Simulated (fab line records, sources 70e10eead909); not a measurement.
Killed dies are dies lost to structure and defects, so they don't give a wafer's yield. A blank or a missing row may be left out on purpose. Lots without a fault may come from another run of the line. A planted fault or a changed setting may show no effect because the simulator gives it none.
Chamber matching | flow nand_harc | NHARC_A_STAIRCASE_DEP_280 on pecvd-04: 3 sister chambers
The step deposits SiON, target thk 30 nm. 3 wafers are shown with their chamber, then 8 later ones without.

WAFERS WITH THEIR CHAMBER
wafer  | chamber | showerhead_vpp_V (V)
L084.6 | 0       | 1090
L087.6 | 1       | 1102
L089.2 | 2       | 1153

WAFERS WITHOUT THEIR CHAMBER
wafer  | showerhead_vpp_V (V)
L089.4 | 1099
L089.5 | 1089
L093.2 | 1065
L093.4 | 1061
L093.6 | 1072
L097.2 | 1070
L097.3 | 1149
L097.5 | 1159

WHICH CHAMBER EACH WENT THROUGH
wafer  | from the rows above     | in truth
L089.4 | can't be placed: 1 or 0 | 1
L089.5 | can't be placed: 0 or 1 | 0
L093.2 | can't be placed: 0 or 1 | 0
L093.4 | can't be placed: 0 or 1 | 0
L093.6 | can't be placed: 0 or 1 | 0
L097.2 | can't be placed: 0 or 1 | 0
L097.3 | 2                       | 2
L097.5 | 2                       | 2
Placed correctly: 2 of 8. Can't be placed from these rows: 6 (the true chamber is among the candidates in 6). Placed wrongly: 0.
How it was worked out, from the rows above alone: a wafer's distance from a chamber is the root of the sum, over the readings, of the square of ((its reading less the chamber's mean) divided by the reading's scatter). The wafer belongs to the nearest chamber; if the next one is less than 2 further off, it can't be placed. A chamber's mean is the mean of its shown wafers. The scatter: with one shown wafer a chamber, the root of the mean of the squares of how far each hidden wafer lies from its nearest shown one.
